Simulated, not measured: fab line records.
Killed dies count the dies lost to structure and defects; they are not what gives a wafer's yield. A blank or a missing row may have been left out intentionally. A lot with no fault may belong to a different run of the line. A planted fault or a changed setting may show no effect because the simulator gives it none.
Which of the tools did it? / flow nand_harc / 42 wafers from 14 lots sampled at 7 of the route's 1159 steps

== WHAT THE GAUGES READ, wafer by wafer ==
NHARC_P_ZERO_WELL_CD_MEAS_11: target cd 500 nm. Usual: 500.2 nm for cd_nm, sd 1.4.
lot=L371; measured=day 1 13:07; on=cd_sem-03; cd_nm (nm)=500.1 500.2 501.6; flag=
lot=L372; measured=day 1 19:07; on=cd_sem-03; cd_nm (nm)=501.1 499.5 501.2; flag=
lot=L375; measured=day 2 13:16; on=cd_sem-01; cd_nm (nm)=501.3 502.7 500.4; flag=
lot=L376; measured=day 2 19:07; on=cd_sem-01; cd_nm (nm)=501.4 501.8 501.2; flag=
lot=L377; measured=day 3 01:14; on=cd_sem-01; cd_nm (nm)=498.3 499.9 499.3; flag=
lot=L378; measured=day 3 07:14; on=cd_sem-03; cd_nm (nm)=500.1 498.6 499.1; flag=
lot=L380; measured=day 3 19:24; on=cd_sem-03; cd_nm (nm)=500.3 497.9 499.8; flag=
lot=L381; measured=day 4 01:14; on=cd_sem-02; cd_nm (nm)=502.0 500.8 499.4; flag=
lot=L382; measured=day 4 07:14; on=cd_sem-03; cd_nm (nm)=501.2 501.4 500.1; flag=
lot=L385; measured=day 5 01:16; on=cd_sem-03; cd_nm (nm)=502.3 502.7 502.9; flag=
lot=L387; measured=day 5 13:14; on=cd_sem-01; cd_nm (nm)=499.4 499.7 499.9; flag=
lot=L390; measured=day 6 07:14; on=cd_sem-02; cd_nm (nm)=501.1 500.8 502.3; flag=
lot=L391; measured=day 6 13:25; on=cd_sem-03; cd_nm (nm)=496.9 497.0 499.4; flag=
lot=L394; measured=day 7 07:14; on=cd_sem-03; cd_nm (nm)=498.8 498.8 500.8; flag=

NHARC_P_STI_INSPECT_11. Usual: 6.0 for raw_defect_count, sd 2.9.
lot=L371; measured=day 2 16:07; on=defect_inspect-01; raw_defect_count=5 6 4; flag=
lot=L372; measured=day 2 15:58; on=defect_inspect-01; raw_defect_count=6 8 4; flag=
lot=L375; measured=day 3 12:38; on=defect_inspect-01; raw_defect_count=10 6 12; flag=
lot=L376; measured=day 3 18:17; on=defect_inspect-02; raw_defect_count=10 4 3; flag=
lot=L377; measured=day 4 00:26; on=defect_inspect-02; raw_defect_count=5 6 8; flag=
lot=L378; measured=day 4 07:41; on=defect_inspect-01; raw_defect_count=4 1 5; flag=
lot=L380; measured=day 4 22:09; on=defect_inspect-02; raw_defect_count=5 5 8; flag=
lot=L381; measured=day 4 22:19; on=defect_inspect-01; raw_defect_count=7 9 9; flag=
lot=L382; measured=day 5 07:28; on=defect_inspect-01; raw_defect_count=3 9 5; flag=
lot=L385; measured=day 5 23:14; on=defect_inspect-01; raw_defect_count=9 4 12; flag=
lot=L387; measured=day 6 10:50; on=defect_inspect-02; raw_defect_count=6 6 4; flag=
lot=L390; measured=day 7 05:08; on=defect_inspect-02; raw_defect_count=5 5 5; flag=
lot=L391; measured=day 7 12:25; on=defect_inspect-01; raw_defect_count=4 6 4; flag=
lot=L394; measured=day 8 05:20; on=defect_inspect-02; raw_defect_count=5 6 11; flag=

NHARC_P_GATE_CD_MEAS_11: target cd 1640 nm. Usual: 1639.9 nm for cd_nm, sd 1.6.
lot=L371; measured=day 4 10:12; on=cd_sem-02; cd_nm (nm)=1638.4 1639.0 1638.0; flag=
lot=L372; measured=day 4 10:02; on=cd_sem-02; cd_nm (nm)=1640.2 1640.7 1641.7; flag=
lot=L375; measured=day 5 01:57; on=cd_sem-03; cd_nm (nm)=1641.2 1640.9 1641.3; flag=
lot=L376; measured=day 5 02:07; on=cd_sem-02; cd_nm (nm)=1642.4 1640.2 1638.3; flag=
lot=L377; measured=day 5 14:00; on=cd_sem-01; cd_nm (nm)=1640.8 1643.4 1643.3; flag=
lot=L378; measured=day 5 19:46; on=cd_sem-01; cd_nm (nm)=1640.2 1638.1 1638.8; flag=
lot=L380; measured=day 6 09:44; on=cd_sem-01; cd_nm (nm)=1640.0 1642.1 1641.2; flag=
lot=L381; measured=day 6 09:54; on=cd_sem-03; cd_nm (nm)=1637.8 1638.2 1637.7; flag=
lot=L382; measured=day 7 07:13; on=cd_sem-01; cd_nm (nm)=1641.1 1642.8 1642.2; flag=
lot=L385; measured=day 7 10:31; on=cd_sem-01; cd_nm (nm)=1636.8 1639.3 1640.1; flag=
lot=L387; measured=day 8 01:22; on=cd_sem-03; cd_nm (nm)=- - -; flag=OFF
lot=L390; measured=day 8 15:58; on=cd_sem-03; cd_nm (nm)=- - -; flag=OFF
lot=L391; measured=day 9 03:44; on=cd_sem-01; cd_nm (nm)=1638.6 1640.0 1639.1; flag=
lot=L394; measured=day 9 17:01; on=cd_sem-02; cd_nm (nm)=1639.2 1639.4 1640.1; flag=

NHARC_P_GATE_INSPECT_28. Usual: 7 for raw_defect_count, sd 3.3.
lot=L371; measured=day 5 01:37; on=defect_inspect-01; raw_defect_count=8 9 7; flag=
lot=L372; measured=day 5 01:26; on=defect_inspect-02; raw_defect_count=8 10 4; flag=
lot=L375; measured=day 5 15:54; on=defect_inspect-02; raw_defect_count=6 4 5; flag=
lot=L376; measured=day 5 16:25; on=defect_inspect-02; raw_defect_count=5 8 3; flag=
lot=L377; measured=day 6 07:16; on=defect_inspect-02; raw_defect_count=0 11 5; flag=
lot=L378; measured=day 6 11:00; on=defect_inspect-02; raw_defect_count=6 6 4; flag=
lot=L380; measured=day 7 00:24; on=defect_inspect-01; raw_defect_count=6 12 3; flag=
lot=L381; measured=day 7 00:05; on=defect_inspect-02; raw_defect_count=7 12 11; flag=
lot=L382; measured=day 7 23:26; on=defect_inspect-01; raw_defect_count=3 4 8; flag=
lot=L385; measured=day 7 23:10; on=defect_inspect-02; raw_defect_count=11 11 2; flag=
lot=L387; measured=day 8 20:40; on=defect_inspect-02; raw_defect_count=1132 1075 1099; flag=OFF
lot=L390; measured=day 9 07:17; on=defect_inspect-01; raw_defect_count=1052 1070 1080; flag=OFF
lot=L391; measured=day 9 17:38; on=defect_inspect-02; raw_defect_count=3 1 8; flag=
lot=L394; measured=day 10 06:42; on=defect_inspect-02; raw_defect_count=6 12 5; flag=

NHARC_P_GATE_INSPECT_68. Usual: 206 for raw_defect_count, sd 81.
lot=L371; measured=day 5 21:35; on=defect_inspect-01; raw_defect_count=141 103 106; flag=
lot=L372; measured=day 5 21:04; on=defect_inspect-02; raw_defect_count=660 209 459; flag=
lot=L375; measured=day 6 10:40; on=defect_inspect-02; raw_defect_count=141 89 201; flag=
lot=L376; measured=day 6 11:14; on=defect_inspect-02; raw_defect_count=231 276 218; flag=
lot=L377; measured=day 7 01:56; on=defect_inspect-01; raw_defect_count=189 258 185; flag=
lot=L378; measured=day 7 05:40; on=defect_inspect-02; raw_defect_count=203 167 218; flag=
lot=L380; measured=day 7 20:14; on=defect_inspect-01; raw_defect_count=192 240 196; flag=
lot=L381; measured=day 7 20:59; on=defect_inspect-01; raw_defect_count=148 126 253; flag=
lot=L382; measured=day 8 18:07; on=defect_inspect-01; raw_defect_count=195 262 377; flag=
lot=L385; measured=day 8 17:50; on=defect_inspect-01; raw_defect_count=188 99 136; flag=
lot=L387; measured=day 9 15:01; on=defect_inspect-02; raw_defect_count=1503 1374 1391; flag=OFF
lot=L390; measured=day 10 01:37; on=defect_inspect-01; raw_defect_count=1299 1212 1363; flag=OFF
lot=L391; measured=day 10 12:13; on=defect_inspect-02; raw_defect_count=153 219 115; flag=
lot=L394; measured=day 11 01:35; on=defect_inspect-01; raw_defect_count=116 187 167; flag=

== TOOL THAT RAN EACH LOT (tool first, then ch and the chambers of the sampled wafers, then the start) ==
lot=L371; NHARC_P_ZERO_WELL_ETCH_63=rie_si-01 ch 0,2,3, day 1 13:32; NHARC_P_GATE_EXPOSE_08=krf_scanner-03 ch 0, day 4 10:03
lot=L372; NHARC_P_ZERO_WELL_ETCH_63=rie_si-01 ch 0,3, day 1 19:32; NHARC_P_GATE_EXPOSE_08=krf_scanner-02 ch 0, day 4 09:53
lot=L375; NHARC_P_ZERO_WELL_ETCH_63=rie_si-01 ch 0,1,2, day 2 13:42; NHARC_P_GATE_EXPOSE_08=krf_scanner-02 ch 0, day 5 01:48
lot=L376; NHARC_P_ZERO_WELL_ETCH_63=rie_si-03 ch 0,1,3, day 2 19:32; NHARC_P_GATE_EXPOSE_08=krf_scanner-04 ch 0, day 5 01:57
lot=L377; NHARC_P_ZERO_WELL_ETCH_63=rie_si-04 ch 1,2, day 3 01:40; NHARC_P_GATE_EXPOSE_08=krf_scanner-02 ch 0, day 5 13:50
lot=L378; NHARC_P_ZERO_WELL_ETCH_63=rie_si-03 ch 2,3, day 3 07:40; NHARC_P_GATE_EXPOSE_08=krf_scanner-02 ch 0, day 5 19:36
lot=L380; NHARC_P_ZERO_WELL_ETCH_63=rie_si-03 ch 0,3, day 3 19:49; NHARC_P_GATE_EXPOSE_08=krf_scanner-03 ch 0, day 6 09:35
lot=L381; NHARC_P_ZERO_WELL_ETCH_63=rie_si-04 ch 0,2,3, day 4 01:39; NHARC_P_GATE_EXPOSE_08=krf_scanner-02 ch 0, day 6 09:45
lot=L382; NHARC_P_ZERO_WELL_ETCH_63=rie_si-01 ch 0,2, day 4 07:38; NHARC_P_GATE_EXPOSE_08=krf_scanner-04 ch 0, day 7 07:04
lot=L385; NHARC_P_ZERO_WELL_ETCH_63=rie_si-04 ch 1,2,3, day 5 01:41; NHARC_P_GATE_EXPOSE_08=krf_scanner-04 ch 0, day 7 10:21
lot=L387; NHARC_P_ZERO_WELL_ETCH_63=rie_si-04 ch 0,2,3, day 5 13:41; NHARC_P_GATE_EXPOSE_08=krf_scanner-02, day 8 01:13
lot=L390; NHARC_P_ZERO_WELL_ETCH_63=rie_si-03 ch 0,2,3, day 6 07:43; NHARC_P_GATE_EXPOSE_08=krf_scanner-02, day 8 15:49
lot=L391; NHARC_P_ZERO_WELL_ETCH_63=rie_si-04 ch 0,2,3, day 6 13:50; NHARC_P_GATE_EXPOSE_08=krf_scanner-02 ch 0, day 9 03:34
lot=L394; NHARC_P_ZERO_WELL_ETCH_63=rie_si-03 ch 0,1, day 7 07:40; NHARC_P_GATE_EXPOSE_08=krf_scanner-03 ch 0, day 9 16:52
- NHARC_P_ZERO_WELL_ETCH_63: etches the open film in HBr/Cl2, target depth 120 nm, time 40.1 s.
- NHARC_P_GATE_EXPOSE_08: exposes mask P HV.

== AS READ BY THE TOOLS THEMSELVES (means over the sampled wafers that have a number; for cases with no such wafer, the mark the record gives instead) ==
NHARC_P_ZERO_WELL_ETCH_63. Usual: drypump_motor_current_A 5.7 A, standard deviation 0.36; oes_product_au 1.001 a.u., standard deviation 0.0069; throttle_valve_pct 26.406 %, standard deviation 0.0089.
lot=L371; tool=rie_si-01; drypump_motor_current_A (A)=5.6; oes_product_au (a.u.)=1.007; throttle_valve_pct (%)=26.407; flag=
lot=L372; tool=rie_si-01; drypump_motor_current_A (A)=5.5; oes_product_au (a.u.)=1.014; throttle_valve_pct (%)=26.405; flag=
lot=L375; tool=rie_si-01; drypump_motor_current_A (A)=5.5; oes_product_au (a.u.)=1.003; throttle_valve_pct (%)=26.405; flag=
lot=L376; tool=rie_si-03; drypump_motor_current_A (A)=5.7; oes_product_au (a.u.)=1.003; throttle_valve_pct (%)=26.408; flag=
lot=L377; tool=rie_si-04; drypump_motor_current_A (A)=6.0; oes_product_au (a.u.)=1.006; throttle_valve_pct (%)=26.395; flag=
lot=L378; tool=rie_si-03; drypump_motor_current_A (A)=5.9; oes_product_au (a.u.)=0.999; throttle_valve_pct (%)=26.409; flag=
lot=L380; tool=rie_si-03; drypump_motor_current_A (A)=5.8; oes_product_au (a.u.)=1.001; throttle_valve_pct (%)=26.400; flag=
lot=L381; tool=rie_si-04; drypump_motor_current_A (A)=6.0; oes_product_au (a.u.)=0.997; throttle_valve_pct (%)=26.410; flag=
lot=L382; tool=rie_si-01; drypump_motor_current_A (A)=5.5; oes_product_au (a.u.)=0.998; throttle_valve_pct (%)=26.407; flag=
lot=L385; tool=rie_si-04; drypump_motor_current_A (A)=6.0; oes_product_au (a.u.)=1.004; throttle_valve_pct (%)=26.397; flag=
lot=L387; tool=rie_si-04; drypump_motor_current_A (A)=5.9; oes_product_au (a.u.)=0.998; throttle_valve_pct (%)=26.403; flag=
lot=L390; tool=rie_si-03; drypump_motor_current_A (A)=5.9; oes_product_au (a.u.)=0.995; throttle_valve_pct (%)=26.403; flag=
lot=L391; tool=rie_si-04; drypump_motor_current_A (A)=6.0; oes_product_au (a.u.)=0.993; throttle_valve_pct (%)=26.408; flag=
lot=L394; tool=rie_si-03; drypump_motor_current_A (A)=5.6; oes_product_au (a.u.)=1.002; throttle_valve_pct (%)=26.396; flag=

NHARC_P_GATE_EXPOSE_08. Usual: exposure_dose_mJ_cm2 16.748, standard deviation 0.015; focus_offset_nm -0.2 nm, standard deviation 0.58; stage_vel_mm_s 500.05 mm/s, standard deviation 0.25.
lot=L371; tool=krf_scanner-03; exposure_dose_mJ_cm2=16.757; focus_offset_nm (nm)=0.0; stage_vel_mm_s (mm/s)=500.29; flag=
lot=L372; tool=krf_scanner-02; exposure_dose_mJ_cm2=16.738; focus_offset_nm (nm)=-0.6; stage_vel_mm_s (mm/s)=499.85; flag=
lot=L375; tool=krf_scanner-02; exposure_dose_mJ_cm2=16.750; focus_offset_nm (nm)=0.5; stage_vel_mm_s (mm/s)=499.85; flag=
lot=L376; tool=krf_scanner-04; exposure_dose_mJ_cm2=16.742; focus_offset_nm (nm)=-0.5; stage_vel_mm_s (mm/s)=500.09; flag=
lot=L377; tool=krf_scanner-02; exposure_dose_mJ_cm2=16.740; focus_offset_nm (nm)=-0.7; stage_vel_mm_s (mm/s)=500.04; flag=
lot=L378; tool=krf_scanner-02; exposure_dose_mJ_cm2=16.749; focus_offset_nm (nm)=0.4; stage_vel_mm_s (mm/s)=499.86; flag=
lot=L380; tool=krf_scanner-03; exposure_dose_mJ_cm2=16.770; focus_offset_nm (nm)=-0.6; stage_vel_mm_s (mm/s)=500.15; flag=
lot=L381; tool=krf_scanner-02; exposure_dose_mJ_cm2=16.753; focus_offset_nm (nm)=0.1; stage_vel_mm_s (mm/s)=500.23; flag=
lot=L382; tool=krf_scanner-04; exposure_dose_mJ_cm2=16.741; focus_offset_nm (nm)=0.4; stage_vel_mm_s (mm/s)=499.72; flag=
lot=L385; tool=krf_scanner-04; exposure_dose_mJ_cm2=16.748; focus_offset_nm (nm)=-1.0; stage_vel_mm_s (mm/s)=499.87; flag=
lot=L387; tool=krf_scanner-02; exposure_dose_mJ_cm2=-; focus_offset_nm (nm)=-; stage_vel_mm_s (mm/s)=-; flag=OFF
lot=L390; tool=krf_scanner-02; exposure_dose_mJ_cm2=-; focus_offset_nm (nm)=-; stage_vel_mm_s (mm/s)=-; flag=OFF
lot=L391; tool=krf_scanner-02; exposure_dose_mJ_cm2=16.753; focus_offset_nm (nm)=0.3; stage_vel_mm_s (mm/s)=500.14; flag=
lot=L394; tool=krf_scanner-03; exposure_dose_mJ_cm2=16.754; focus_offset_nm (nm)=0.1; stage_vel_mm_s (mm/s)=500.28; flag=

== THE ANSWER, worked out from the rows above alone ==
Rule: a lot counts as off when the mean over its wafers that have a number is more than 3 standard deviations away from the usual mean. A lot without any number at a reading at which 4 lots or more have one is off too. Where the step has rows for the other lots, those lots are counted as sound. The gauges are gone through in route order, then the tools' own readings, and for those a lot's mean is taken as printed above. At the first step where some lot is off, the reading lying furthest off is the one used; lots without a number count as furthest.
Off: L387, L390 (NHARC_P_GATE_CD_MEAS_11, cd_nm). Without a number there: L387, L390.
If a tool, at a process step before that reading, ran all the lots that are off and no sound lot after the first of them, it fits. Not tried: the gauges at NHARC_P_GATE_CD_MEAS_11; whatever is off there is also off at NHARC_P_GATE_INSPECT_28, on other tools, and gauge error can't account for it. None of those tried fits.

== WHAT THE SIMULATOR PUT IN ==
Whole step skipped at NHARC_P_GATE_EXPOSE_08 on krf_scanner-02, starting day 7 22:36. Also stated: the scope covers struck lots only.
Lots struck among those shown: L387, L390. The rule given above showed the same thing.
